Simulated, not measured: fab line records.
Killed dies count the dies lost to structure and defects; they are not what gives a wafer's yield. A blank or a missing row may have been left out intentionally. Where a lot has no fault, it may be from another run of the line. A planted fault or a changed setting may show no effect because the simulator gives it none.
fab line records	flow n5_finfet
record lots=24	wafers=72	last_day=17
route steps=1938 shown BEOL_M12@1603 BEOL_M13@1660
lots that met no fault: from a run of the same line without faults
start_h: hours from the record's opening day to when the first of the lot's shown wafers began	wait_h: hours from the lot's prior step to this one	" unchanged from the row above	L1.1+2: one row covering several wafers at once	- no value present, or no start provided	* or withheld: withheld	< > ~ a bound
route shown NAME@n: a module of which the file shows steps, and the number in the route of the first	usual: average and standard deviation across the fault-free wafers	same: alike in all rows	chamber/n: place in a boat	sites: each site's reading	_std_site: standard deviation of those values	_edge_site: inner sites' mean taken away from outer sites' mean	radius_mm: for every site, how far away it sits from the centre of the wafer	mask NAME#n: copy n	behind: the tool/chamber that last shaped the wafer	hold: cause of the lot's hold/its duration in hours/its outcome	device: whichever transistor did not switch (one of n, p or np)	end of line: tests of these same wafers at the route's end	where a step has no rows: the recipe by itself	killed: the dies lost at the first sort to structure and to defects; this is not the yield of the wafer	map: per-die view of a wafer (x killed, . not killed, _ where there is no die)
set.NAME: the setting the step ran with; set.NAME@STEP: the setting that earlier step ran with	model.NAME: the simulator's own value behind a step, which no gauge read
route steps across a sampled set of lots; one table per step, one row per wafer
services: from which hour (start_h, from the record's first day; less than 0 if before it) a tool's chamber was out of use, for how many hours, and why
## steps
# step N5_BEOL_M12_THK_MEAS_01
# recipe reads=SiOC_of_BEOL_M12_ILD_DEP_00
# usual M12_ILD_THK=657/10
lot.wafer	tool	chamber	start_h	wait_h	M12_ILD_THK[nm]
L075.2	film_metro-01	-	240.30	0.1	641
L075.5	"	-	"	"	660
L075.6	"	-	"	"	655
L076.3	film_metro-02	-	242.23	0.1	668
L076.4	"	-	"	"	661
L076.6	"	-	"	"	657
L077.2	film_metro-01	-	242.70	0.1	642
L077.4	"	-	"	"	646
L077.6	"	-	"	"	644
L074.1	film_metro-01	-	255.03	0.1	657
L074.3	"	-	"	"	663
L074.5	"	-	"	"	650
L079.1	film_metro-02	-	260.39	0.1	666
L079.3	"	-	"	"	650
L079.5	"	-	"	"	658
L078.4	film_metro-02	-	260.66	0.0	665
L078.5	"	-	"	"	660
L078.6	"	-	"	"	674
L080.2	film_metro-01	-	263.24	0.1	647
L080.3	"	-	"	"	653
L080.6	"	-	"	"	650
L081.1	film_metro-02	-	268.78	0.1	648
L081.4	"	-	"	"	661
L081.5	"	-	"	"	656
L082.2	film_metro-01	-	275.64	0.1	663
L082.4	"	-	"	"	663
L082.5	"	-	"	"	680
L083.1	film_metro-01	-	288.30	0.1	648
L083.3	"	-	"	"	665
L083.4	"	-	"	"	654
L084.1	film_metro-01	-	295.84	0.1	655
L084.2	"	-	"	"	647
L084.4	"	-	"	"	670
L086.2	film_metro-02	-	305.21	0.1	647
L086.4	"	-	"	"	656
L086.5	"	-	"	"	657
L085.2	film_metro-01	-	305.31	0.1	653
L085.3	"	-	"	"	643
L085.6	"	-	"	"	662
L087.1	film_metro-02	-	315.37	0.1	644
L087.5	"	-	"	"	662
L087.6	"	-	"	"	646
L088.4	film_metro-01	-	319.60	0.0	676
L088.5	"	-	"	"	664
L088.6	"	-	"	"	666
L089.2	film_metro-01	-	320.64	0.1	647
L089.5	"	-	"	"	672
L089.6	"	-	"	"	660
L091.2	film_metro-01	-	326.98	0.1	665
L091.5	"	-	"	"	683
L091.6	"	-	"	"	671
L090.2	film_metro-01	-	339.75	0.1	646
L090.3	"	-	"	"	657
L090.5	"	-	"	"	665
L092.2	film_metro-02	-	340.10	0.1	652
L092.4	"	-	"	"	657
L092.5	"	-	"	"	670
L094.2	film_metro-01	-	342.17	0.1	660
L094.3	"	-	"	"	663
L094.5	"	-	"	"	675
L093.2	film_metro-01	-	349.73	0.1	641
L093.3	"	-	"	"	650
L093.6	"	-	"	"	674
L095.2	film_metro-02	-	353.23	0.1	657
L095.4	"	-	"	"	654
L095.5	"	-	"	"	669
L097.3	film_metro-01	-	367.93	0.1	664
L097.4	"	-	"	"	669
L097.6	"	-	"	"	681
L096.1	film_metro-01	-	368.35	0.1	645
L096.4	"	-	"	"	651
L096.6	"	-	"	"	657
# step N5_BEOL_M12_OVL_MEAS_11
# recipe points_per_wafer=44
# usual V11_OVL=5/5
lot.wafer	tool	chamber	start_h	wait_h	V11_OVL[nm]
L075.2	overlay-01	0	240.75	0.0	2
L075.5	"	0	"	"	-1
L075.6	"	0	"	"	-1
L076.3	overlay-02	0	242.56	0.0	-2
L076.4	"	0	"	"	-6
L076.6	"	0	"	"	-2
L077.2	overlay-02	0	243.04	0.0	6
L077.4	"	0	"	"	5
L077.6	"	0	"	"	2
L074.1	overlay-02	0	255.37	0.0	4
L074.3	"	0	"	"	4
L074.5	"	0	"	"	5
L079.1	overlay-01	0	260.84	0.0	0
L079.3	"	0	"	"	4
L079.5	"	0	"	"	4
L078.4	overlay-01	0	261.83	0.0	5
L078.5	"	0	"	"	5
L078.6	"	0	"	"	2
L080.2	overlay-01	0	263.69	0.0	8
L080.3	"	0	"	"	4
L080.6	"	0	"	"	10
L081.1	overlay-02	0	269.11	0.0	7
L081.4	"	0	"	"	5
L081.5	"	0	"	"	6
L082.2	overlay-01	0	276.10	0.0	10
L082.4	"	0	"	"	6
L082.5	"	0	"	"	2
L083.1	overlay-02	0	288.76	0.0	8
L083.3	"	0	"	"	10
L083.4	"	0	"	"	3
L084.1	overlay-01	0	296.30	0.0	11
L084.2	"	0	"	"	5
L084.4	"	0	"	"	10
L086.2	overlay-02	0	305.68	0.0	1
L086.4	"	0	"	"	-2
L086.5	"	0	"	"	6
L085.2	overlay-01	0	305.84	0.0	6
L085.3	"	0	"	"	4
L085.6	"	0	"	"	4
L087.1	overlay-02	0	315.70	0.0	11
L087.5	"	0	"	"	14
L087.6	"	0	"	"	11
L088.4	overlay-01	0	320.06	0.0	5
L088.5	"	0	"	"	7
L088.6	"	0	"	"	8
L089.2	overlay-01	0	321.10	0.0	16
L089.5	"	0	"	"	5
L089.6	"	0	"	"	9
L091.2	overlay-01	0	327.44	0.0	15
L091.5	"	0	"	"	12
L091.6	"	0	"	"	6
L090.2	overlay-01	0	340.21	0.0	7
L090.3	"	0	"	"	5
L090.5	"	0	"	"	6
L092.2	overlay-01	0	340.43	0.0	6
L092.4	"	0	"	"	2
L092.5	"	0	"	"	7
L094.2	overlay-01	0	342.63	0.0	8
L094.3	"	0	"	"	3
L094.5	"	0	"	"	4
L093.2	overlay-02	0	350.06	0.0	-6
L093.3	"	0	"	"	8
L093.6	"	0	"	"	1
L095.2	overlay-02	0	353.69	0.0	2
L095.4	"	0	"	"	0
L095.5	"	0	"	"	0
L097.3	overlay-02	0	368.39	0.0	12
L097.4	"	0	"	"	10
L097.6	"	0	"	"	6
L096.1	overlay-01	0	368.81	0.0	-2
L096.4	"	0	"	"	-8
L096.6	"	0	"	"	3
# step N5_BEOL_M12_STRIP_63
# recipe chemistry=N2/H2	power_w=1000	temp_c=250	h2_frac=0.65	overash_fraction=0.3	pressure_mtorr=1000	n2_flow_sccm=1750	h2_flow_sccm=3250
# usual drypump_motor_current_A=5.5/0.45	heater_power_w=339/27	oes_product_au=0.693/0.0044	strip_time_to_endpoint_s=42.8/1
lot.wafer	tool	chamber	start_h	wait_h	drypump_motor_current_A	heater_power_w	oes_product_au	rf_hours_counter_h	strip_time_to_endpoint_s
L075.2	plasma_asher-02	0	241.10	-	4.8	339	0.693	121	43.6
L075.5	"	1	"	"	5.5	350	0.695	-	43.0
L075.6	"	0	"	"	4.8	325	0.694	-	41.4
L076.3	plasma_asher-01	1	243.07	-	5.6	378	0.689	-	41.9
L076.4	"	0	"	"	6.1	306	0.696	-	41.8
L076.6	"	1	"	"	5.6	364	0.692	-	43.0
L077.2	plasma_asher-01	0	243.38	-	6.1	300	0.689	67	44.7
L077.4	"	1	"	"	5.6	375	0.695	-	42.6
L077.6	"	1	"	"	5.6	369	0.688	-	43.9
L074.1	plasma_asher-01	1	255.71	-	5.7	372	0.693	70	41.4
L074.3	"	0	"	"	6.1	296	0.699	-	42.5
L074.5	"	1	"	"	5.6	367	0.693	-	42.3
L079.1	plasma_asher-02	0	261.19	-	4.8	324	0.698	128	43.0
L079.3	"	1	"	"	5.5	347	0.700	-	44.6
L079.5	"	0	"	"	4.8	320	0.697	-	43.6
L078.4	plasma_asher-01	0	262.19	-	6.1	309	0.690	-	42.6
L078.5	"	0	"	"	6.1	296	0.689	-	42.2
L078.6	"	1	"	"	5.6	369	0.692	-	40.5
L080.2	plasma_asher-01	1	264.04	-	5.7	367	0.699	71	42.5
L080.3	"	0	"	"	6.1	309	0.694	-	43.1
L080.6	"	1	"	"	5.7	369	0.695	-	43.3
L081.1	plasma_asher-02	1	269.45	-	5.5	355	0.698	129	44.4
L081.4	"	1	"	"	5.5	357	0.693	-	43.6
L081.5	"	1	"	"	5.5	350	0.700	-	43.5
L082.2	plasma_asher-02	0	276.44	-	4.8	331	0.694	130	41.1
L082.4	"	1	"	"	5.5	354	0.695	-	42.4
L082.5	"	1	"	"	5.5	346	0.690	-	40.9
L083.1	plasma_asher-01	0	289.13	-	6.1	305	0.683	75	44.2
L083.3	"	0	"	"	6.1	300	0.696	-	43.1
L083.4	"	1	"	"	5.6	368	0.690	-	43.1
L084.1	plasma_asher-01	1	296.82	-	5.6	374	0.693	77	44.1
L084.2	"	0	"	"	6.1	296	0.695	77	43.8
L084.4	"	0	"	"	6.1	299	0.694	-	41.3
L086.2	plasma_asher-02	0	306.02	-	4.8	325	0.696	137	42.5
L086.4	"	0	"	"	4.9	331	0.696	-	42.4
L086.5	"	0	"	"	4.8	337	0.693	-	43.0
L085.2	plasma_asher-02	1	306.18	-	5.5	345	0.691	137	42.6
L085.3	"	0	"	"	4.9	330	0.701	-	44.7
L085.6	"	0	"	"	4.9	327	0.694	-	42.0
L087.1	plasma_asher-02	1	316.04	-	5.5	345	0.693	140	44.8
L087.5	"	1	"	"	5.4	344	0.692	-	42.6
L087.6	"	0	"	"	4.9	331	0.698	-	45.0
L088.4	plasma_asher-02	0	320.70	-	4.9	329	0.696	-	41.4
L088.5	"	0	"	"	4.9	328	0.698	-	43.2
L088.6	"	1	"	"	5.5	352	0.690	-	41.5
L089.2	plasma_asher-02	1	321.72	-	5.4	345	0.687	142	43.3
L089.5	"	1	"	"	5.5	345	0.691	-	41.2
L089.6	"	0	"	"	4.9	333	0.690	-	41.7
L091.2	plasma_asher-02	1	327.78	-	5.5	363	0.688	144	41.9
L091.5	"	0	"	"	4.9	329	0.690	-	40.4
L091.6	"	1	"	"	5.5	341	0.694	-	41.1
L090.2	plasma_asher-01	0	340.55	-	6.1	312	0.693	83	44.3
L090.3	"	0	"	"	6.1	302	0.695	-	44.0
L090.5	"	1	"	"	5.6	376	0.693	-	42.8
L092.2	plasma_asher-01	0	340.82	-	6.1	300	0.692	83	43.3
L092.4	"	1	"	"	5.7	378	0.693	-	42.7
L092.5	"	0	"	"	6.1	306	0.698	-	43.0
L094.2	plasma_asher-01	0	342.97	-	6.1	299	0.692	84	43.7
L094.3	"	1	"	"	5.7	384	0.689	-	42.0
L094.5	"	0	"	"	6.1	304	0.691	-	42.0
L093.2	plasma_asher-02	1	350.40	-	5.5	353	0.685	148	44.8
L093.3	"	0	"	"	4.9	326	0.697	-	42.6
L093.6	"	1	"	"	5.5	352	0.695	-	41.5
L095.2	plasma_asher-01	0	354.03	-	6.1	302	0.684	87	42.5
L095.4	"	1	"	"	5.6	362	0.698	-	43.3
L095.5	"	0	"	"	6.1	310	0.692	-	42.5
L097.3	plasma_asher-01	1	368.75	-	5.7	373	0.687	-	41.6
L097.4	"	0	"	"	6.1	296	0.692	-	42.3
L097.6	"	0	"	"	6.2	300	0.691	-	41.4
L096.1	plasma_asher-01	1	369.15	-	5.7	372	0.692	90	42.7
L096.4	"	0	"	"	6.1	303	0.695	-	43.8
L096.6	"	0	"	"	6.1	300	0.696	-	43.3
# step N5_BEOL_M12_ETCH_38
# recipe chemistry=CF4/N2	target=SiCN	target_depth_a=687	taper_deg=2	time_s=73.4	ion_energy_ev=150	mask_material=SiO2	pressure_mtorr=40	source_w=430	bias_w=70	Ar_flow_sccm=100	cf4_flow_sccm=60	n2_flow_sccm=60
# usual drypump_motor_current_A=5.4/0.52	oes_product_au=0.82/0.081	rf_vpp_V=381.9/1.3	showerhead_plenum_p_Torr=2.19/0.053	throttle_valve_pct=15.42/0.19
lot.wafer	tool	chamber	start_h	wait_h	drypump_motor_current_A	oes_product_au	rf_hours_counter_h	rf_vpp_V	showerhead_plenum_p_Torr	throttle_valve_pct
L075.2	rie_diel-06	3	243.09	-	4.8	0.66	228	384.2	2.28	15.78
L075.5	"	2	"	"	4.7	0.92	-	380.7	2.16	15.32
L075.6	"	0	"	"	5.3	0.87	-	381.9	2.26	15.17
L076.3	rie_diel-06	2	244.64	-	4.7	0.91	14	382.8	2.16	15.33
L076.4	"	0	"	"	5.2	0.88	-	381.1	2.26	15.18
L076.6	"	2	"	"	4.7	0.91	-	381.1	2.16	15.32
L077.2	rie_diel-06	2	244.74	-	4.7	0.91	14	379.9	2.16	15.34
L077.4	"	0	"	"	5.2	0.87	-	382.5	2.25	15.17
L077.6	"	2	"	"	4.7	0.92	-	382.2	2.16	15.34
L074.1	rie_diel-06	0	257.24	-	5.3	0.86	61	382.3	2.25	15.18
L074.3	"	2	"	"	4.7	0.90	21	383.1	2.16	15.34
L074.5	"	2	"	"	4.7	0.90	-	381.2	2.16	15.34
L079.1	rie_diel-05	3	262.53	-	6.1	0.66	232	381.3	2.18	15.73
L079.3	"	0	"	"	5.9	0.84	76	380.3	2.15	15.56
L079.5	"	3	"	"	6.1	0.67	-	380.9	2.18	15.73
L078.4	rie_diel-06	3	264.30	-	4.8	0.66	239	383.2	2.27	15.81
L078.5	"	0	"	"	5.3	0.86	-	383.4	2.25	15.18
L078.6	"	3	"	"	4.8	0.65	-	385.3	2.27	15.82
L080.2	rie_diel-05	1	269.22	-	5.1	0.80	69	382.6	2.22	15.28
L080.3	"	3	"	"	6.1	0.66	234	381.1	2.18	15.76
L080.6	"	2	"	"	4.8	0.72	-	380.6	2.10	15.58
L081.1	rie_diel-05	1	273.27	-	5.1	0.80	70	382.8	2.22	15.27
L081.4	"	0	"	"	5.9	0.82	80	380.6	2.15	15.55
L081.5	"	0	"	"	5.9	0.84	-	379.5	2.15	15.56
L082.2	rie_diel-06	1	278.27	-	5.9	0.95	5	382.2	2.17	15.40
L082.4	"	3	"	"	4.8	0.66	244	384.0	2.27	15.82
L082.5	"	3	"	"	4.8	0.66	-	382.5	2.27	15.80
L083.1	rie_diel-06	0	294.70	-	5.3	0.84	76	382.9	2.25	15.21
L083.3	"	1	"	"	5.9	0.92	12	379.8	2.16	15.40
L083.4	"	3	"	"	4.8	0.66	250	383.6	2.27	15.83
L084.1	rie_diel-06	1	298.44	-	5.9	0.92	14	382.2	2.16	15.40
L084.2	"	0	"	"	5.2	0.86	78	382.9	2.25	15.22
L084.4	"	1	"	"	5.9	0.91	-	381.3	2.16	15.40
L086.2	rie_diel-05	0	308.47	-	5.9	0.81	90	380.2	2.14	15.59
L086.4	"	3	"	"	6.1	0.66	246	382.0	2.18	15.76
L086.5	"	0	"	"	5.9	0.82	-	381.2	2.14	15.59
L085.2	rie_diel-03	2	308.65	-	5.8	0.83	91	383.5	2.22	15.21
L085.3	"	1	"	"	5.9	0.86	59	380.7	2.13	15.32
L085.6	"	1	"	"	5.9	0.85	-	381.2	2.13	15.30
L087.1	rie_diel-06	1	318.30	-	5.9	0.90	23	379.9	2.16	15.41
L087.5	"	0	"	"	5.3	0.85	-	383.3	2.24	15.25
L087.6	"	1	"	"	5.9	0.90	-	381.3	2.16	15.42
L088.4	rie_diel-06	0	322.20	-	5.2	0.83	-	383.0	2.24	15.23
L088.5	"	2	"	"	4.7	0.86	-	380.7	2.15	15.38
L088.6	"	1	"	"	5.9	0.88	-	380.9	2.16	15.41
L089.2	rie_diel-03	1	323.39	-	5.9	0.84	66	380.0	2.13	15.31
L089.5	"	2	"	"	5.8	0.82	-	383.5	2.22	15.23
L089.6	"	3	"	"	5.5	0.84	-	383.3	2.25	15.37
L091.2	rie_diel-03	1	329.28	-	5.9	0.85	68	381.5	2.13	15.29
L091.5	"	3	"	"	5.5	0.85	-	382.6	2.24	15.37
L091.6	"	2	"	"	5.8	0.82	-	382.4	2.22	15.24
L090.2	rie_diel-06	3	342.10	-	4.8	0.94	7	382.2	2.27	15.33
L090.3	"	0	"	"	5.3	0.82	97	384.3	2.24	15.26
L090.5	"	3	"	"	4.8	0.94	-	383.9	2.27	15.32
L092.2	rie_diel-03	1	342.30	-	5.9	0.83	72	381.2	2.13	15.31
L092.4	"	2	"	"	5.8	0.81	105	380.6	2.22	15.24
L092.5	"	1	"	"	5.9	0.84	-	381.4	2.13	15.33
L094.2	rie_diel-03	1	346.11	-	5.9	0.83	74	380.4	2.13	15.32
L094.3	"	3	"	"	5.5	0.84	45	382.0	2.24	15.38
L094.5	"	0	"	"	6.3	0.84	-	381.4	2.17	15.60
L093.2	rie_diel-05	0	355.44	-	5.8	0.80	103	381.7	2.14	15.62
L093.3	"	1	"	"	5.0	0.78	100	381.6	2.21	15.34
L093.6	"	2	"	"	4.8	0.69	-	381.3	2.09	15.65
L095.2	rie_diel-06	3	355.58	-	4.8	0.93	13	382.8	2.27	15.35
L095.4	"	0	"	"	5.3	0.82	102	381.9	2.24	15.25
L095.5	"	3	"	"	4.8	0.92	-	382.5	2.27	15.34
L097.3	rie_diel-06	3	372.23	-	4.8	0.91	19	383.5	2.26	15.36
L097.4	"	1	"	"	5.9	0.85	42	380.2	2.15	15.45
L097.6	"	2	"	"	4.7	0.83	-	380.6	2.15	15.43
L096.1	rie_diel-03	1	372.42	-	5.9	0.83	83	381.6	2.12	15.35
L096.4	"	0	"	"	6.3	0.82	73	380.7	2.17	15.62
L096.6	"	1	"	"	5.9	0.83	-	382.2	2.12	15.37
# step N5_BEOL_M13_THK_MEAS_01
# recipe reads=SiOC_of_BEOL_M13_ILD_DEP_00
# usual M13_ILD_THK=840/11
lot.wafer	tool	chamber	start_h	wait_h	M13_ILD_THK[nm]
L075.2	film_metro-01	-	246.02	0.1	836
L075.5	"	-	"	"	850
L075.6	"	-	"	"	848
L076.3	film_metro-02	-	246.44	0.1	829
L076.4	"	-	"	"	842
L076.6	"	-	"	"	856
L077.2	film_metro-02	-	246.80	0.1	838
L077.4	"	-	"	"	845
L077.6	"	-	"	"	852
L074.1	film_metro-01	-	259.32	0.1	837
L074.3	"	-	"	"	843
L074.5	"	-	"	"	853
L079.1	film_metro-02	-	265.05	0.1	843
L079.3	"	-	"	"	828
L079.5	"	-	"	"	858
L078.4	film_metro-01	-	266.65	0.0	861
L078.5	"	-	"	"	854
L078.6	"	-	"	"	852
L080.2	film_metro-02	-	271.47	0.1	837
L080.3	"	-	"	"	840
L080.6	"	-	"	"	842
L081.1	film_metro-02	-	275.12	0.1	829
L081.4	"	-	"	"	836
L081.5	"	-	"	"	833
L082.2	film_metro-02	-	280.69	0.1	828
L082.4	"	-	"	"	852
L082.5	"	-	"	"	844
L083.1	film_metro-01	-	296.76	0.1	828
L083.3	"	-	"	"	827
L083.4	"	-	"	"	833
L084.1	film_metro-02	-	300.25	0.1	840
L084.2	"	-	"	"	827
L084.4	"	-	"	"	856
L086.2	film_metro-02	-	310.40	0.1	823
L086.4	"	-	"	"	830
L086.5	"	-	"	"	851
L085.2	film_metro-01	-	310.51	0.1	836
L085.3	"	-	"	"	828
L085.6	"	-	"	"	859
L087.1	film_metro-02	-	320.12	0.1	823
L087.5	"	-	"	"	842
L087.6	"	-	"	"	836
L088.4	film_metro-01	-	324.15	0.1	856
L088.5	"	-	"	"	852
L088.6	"	-	"	"	842
L089.2	film_metro-02	-	325.52	0.1	815
L089.5	"	-	"	"	834
L089.6	"	-	"	"	834
L091.2	film_metro-02	-	331.60	0.1	830
L091.5	"	-	"	"	848
L091.6	"	-	"	"	846
L090.2	film_metro-02	-	343.86	0.1	840
L090.3	"	-	"	"	858
L090.5	"	-	"	"	871
L092.2	film_metro-01	-	344.17	0.1	824
L092.4	"	-	"	"	838
L092.5	"	-	"	"	832
L094.2	film_metro-02	-	347.94	0.1	831
L094.3	"	-	"	"	832
L094.5	"	-	"	"	848
L093.2	film_metro-02	-	357.28	0.1	848
L093.3	"	-	"	"	837
L093.6	"	-	"	"	864
L095.2	film_metro-01	-	357.33	0.1	834
L095.4	"	-	"	"	836
L095.5	"	-	"	"	838
L097.3	film_metro-01	-	374.12	0.1	831
L097.4	"	-	"	"	861
L097.6	"	-	"	"	839
L096.1	film_metro-02	-	374.41	0.1	832
L096.4	"	-	"	"	869
L096.6	"	-	"	"	847
# step N5_BEOL_M13_STRIP_63
# recipe chemistry=N2/H2	power_w=1000	temp_c=250	h2_frac=0.65	overash_fraction=0.3	pressure_mtorr=1000	n2_flow_sccm=1750	h2_flow_sccm=3250
# usual drypump_motor_current_A=5.5/0.45	heater_power_w=339/25	oes_product_au=0.674/0.0047	strip_time_to_endpoint_s=27.8/1.3
lot.wafer	tool	chamber	start_h	wait_h	drypump_motor_current_A	heater_power_w	oes_product_au	rf_hours_counter_h	strip_time_to_endpoint_s
L075.2	plasma_asher-01	0	246.73	-	6.1	302	0.674	67	27.7
L075.5	"	0	"	"	6.1	296	0.675	-	28.2
L075.6	"	1	"	"	5.7	366	0.671	-	26.6
L076.3	plasma_asher-02	0	247.30	-	4.9	328	0.688	-	30.3
L076.4	"	1	"	"	5.5	348	0.668	-	26.7
L076.6	"	0	"	"	4.9	330	0.674	-	26.2
L077.2	plasma_asher-01	0	247.81	-	6.1	300	0.668	68	26.6
L077.4	"	1	"	"	5.6	373	0.669	-	26.2
L077.6	"	1	"	"	5.7	385	0.673	-	27.2
L074.1	plasma_asher-02	1	260.16	-	5.5	350	0.667	127	26.4
L074.3	"	0	"	"	4.9	327	0.674	-	25.7
L074.5	"	0	"	"	4.9	333	0.672	-	26.6
L079.1	plasma_asher-01	1	265.77	-	5.6	362	0.676	71	28.3
L079.3	"	1	"	"	5.7	373	0.686	-	29.3
L079.5	"	0	"	"	6.1	303	0.676	-	25.9
L078.4	plasma_asher-02	1	267.45	-	5.5	352	0.670	-	27.0
L078.5	"	0	"	"	4.8	335	0.671	-	27.4
L078.6	"	1	"	"	5.5	351	0.669	-	25.7
L080.2	plasma_asher-02	0	272.22	-	4.9	325	0.680	130	27.0
L080.3	"	1	"	"	5.5	346	0.675	-	28.9
L080.6	"	1	"	"	5.4	355	0.681	-	28.6
L081.1	plasma_asher-02	1	275.96	-	5.4	342	0.673	130	27.2
L081.4	"	0	"	"	4.8	333	0.674	-	28.6
L081.5	"	0	"	"	4.8	327	0.681	-	28.9
L082.2	plasma_asher-01	0	281.67	-	6.1	308	0.675	74	27.7
L082.4	"	0	"	"	6.1	303	0.678	-	27.2
L082.5	"	1	"	"	5.6	360	0.676	-	27.7
L083.1	plasma_asher-01	1	297.47	-	5.7	372	0.675	77	28.4
L083.3	"	1	"	"	5.6	373	0.675	-	28.5
L083.4	"	0	"	"	6.1	307	0.670	-	29.4
L084.1	plasma_asher-01	0	300.97	-	6.1	301	0.679	78	26.4
L084.2	"	1	"	"	5.6	381	0.680	78	29.4
L084.4	"	0	"	"	6.1	306	0.665	-	25.1
L086.2	plasma_asher-01	1	311.11	-	5.7	366	0.684	79	30.0
L086.4	"	0	"	"	6.1	308	0.673	-	29.7
L086.5	"	1	"	"	5.7	378	0.675	-	25.8
L085.2	plasma_asher-02	0	311.22	-	4.9	333	0.677	138	27.3
L085.3	"	1	"	"	5.4	345	0.680	-	29.4
L085.6	"	0	"	"	4.9	338	0.670	-	25.0
L087.1	plasma_asher-02	1	320.97	-	5.5	348	0.671	141	29.4
L087.5	"	0	"	"	4.8	317	0.676	-	28.4
L087.6	"	1	"	"	5.5	348	0.677	-	28.5
L088.4	plasma_asher-02	0	325.46	-	4.8	342	0.673	-	28.4
L088.5	"	1	"	"	5.5	351	0.670	-	25.9
L088.6	"	0	"	"	4.9	335	0.682	-	28.9
L089.2	plasma_asher-02	1	326.26	-	5.5	352	0.674	143	30.9
L089.5	"	1	"	"	5.5	342	0.676	-	27.6
L089.6	"	0	"	"	4.8	337	0.680	-	29.2
L091.2	plasma_asher-02	1	332.51	-	5.5	346	0.677	144	30.0
L091.5	"	1	"	"	5.5	352	0.674	-	28.5
L091.6	"	0	"	"	4.9	324	0.665	-	26.7
L090.2	plasma_asher-02	0	344.58	-	4.9	334	0.680	146	28.1
L090.3	"	1	"	"	5.5	344	0.675	-	25.5
L090.5	"	0	"	"	4.8	327	0.673	-	25.6
L092.2	plasma_asher-01	0	345.01	-	6.1	304	0.673	84	29.3
L092.4	"	0	"	"	6.1	311	0.680	-	27.7
L092.5	"	0	"	"	6.1	312	0.672	-	27.3
L094.2	plasma_asher-02	0	348.78	-	4.9	334	0.674	147	29.1
L094.3	"	1	"	"	5.4	351	0.679	-	28.1
L094.5	"	0	"	"	4.8	323	0.672	-	27.4
L093.2	plasma_asher-01	1	358.12	-	5.7	381	0.676	87	27.0
L093.3	"	1	"	"	5.6	370	0.683	-	30.2
L093.6	"	1	"	"	5.6	382	0.661	-	25.7
L095.2	plasma_asher-01	1	358.54	-	5.7	371	0.673	87	29.5
L095.4	"	0	"	"	6.1	303	0.672	-	27.2
L095.5	"	1	"	"	5.7	373	0.679	-	27.3
L097.3	plasma_asher-01	0	374.98	-	6.1	301	0.677	-	27.8
L097.4	"	1	"	"	5.7	369	0.673	-	25.1
L097.6	"	0	"	"	6.1	312	0.677	-	28.3
L096.1	plasma_asher-02	0	375.26	-	4.8	334	0.673	153	29.3
L096.4	"	1	"	"	5.5	346	0.670	-	24.9
L096.6	"	1	"	"	5.5	355	0.668	-	26.9
## services
tool	chamber	start_h	hours	kind
rie_diel-03	0	218.61	7.7	repair
rie_diel-06	-	223.44	14.6	pm
rie_diel-05	-	229.22	0.1	repair
rie_diel-06	1	242.74	-	clean
rie_diel-06	1	242.74	-	consumable_replace:focus_ring
rie_diel-06	1	242.74	21.2	scheduled_down
rie_diel-06	1	242.74	21.2	vent_cycle
plasma_asher-01	-	258.49	2.8	pm
rie_diel-06	3	296.00	-	clean
rie_diel-06	3	296.00	-	consumable_replace:focus_ring
rie_diel-06	3	296.00	26.2	scheduled_down
rie_diel-06	3	296.00	26.2	vent_cycle
plasma_asher-01	-	315.17	8.9	repair
rie_diel-05	3	321.96	-	clean
rie_diel-05	3	321.96	-	consumable_replace:focus_ring
plasma_asher-02	-	345.19	2.6	repair
plasma_asher-02	-	361.85	2.8	pm
## key
fault none
